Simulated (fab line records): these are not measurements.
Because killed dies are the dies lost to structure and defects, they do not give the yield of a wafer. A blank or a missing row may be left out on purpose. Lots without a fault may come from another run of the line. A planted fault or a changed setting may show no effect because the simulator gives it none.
Chamber matching -- flow n5-finfet -- 3 sister chambers for N5_FIN_SAQP_HM_DEP_03 on pecvd-04
The step deposits SiNx from SiH4/NH3/N2, target thk 38 nm, time 33.6 s. 3 wafers are shown with their chamber, then 11 later ones without.

## WAFERS PAIRED WITH THEIR CHAMBERS
wafer,chamber,showerhead-plenum-p-Torr (Torr)
L091.5,0,5.13
L091.6,2,4.98
L093.1,1,5.06

## WAFERS WHOSE CHAMBER IS MISSING
wafer,showerhead-plenum-p-Torr (Torr)
L093.3,5.00
L093.4,5.08
L094.1,5.12
L094.3,5.01
L094.6,5.12
L096.1,5.00
L096.2,5.12
L096.3,5.06
L096.4,5.13
L096.5,5.00
L096.6,5.08

## WHICH CHAMBER EACH ONE RAN IN
wafer,from the rows above,in truth
L093.3,2,2
L093.4,can't be placed: 1 or 0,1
L094.1,0,0
L094.3,can't be placed: 2 or 1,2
L094.6,0,0
L096.1,2,2
L096.2,0,0
L096.3,1,1
L096.4,0,0
L096.5,2,2
L096.6,can't be placed: 1 or 0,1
Correctly placed: 8 of 11. These rows do not allow placing 3 (true chamber among the candidates in 3). Wrongly placed: 0.
How it was worked out, from the rows above alone: a wafer's distance from a chamber is the root of the sum, over the readings, of the square of ((its reading less the chamber's mean) divided by the reading's scatter). The wafer belongs to the nearest chamber; if the next one is less than 2 further off, it can't be placed. The mean given for a chamber averages the wafers shown for that chamber. The scatter: with one shown wafer a chamber, the root of the mean of the squares of how far each hidden wafer lies from its nearest shown one.
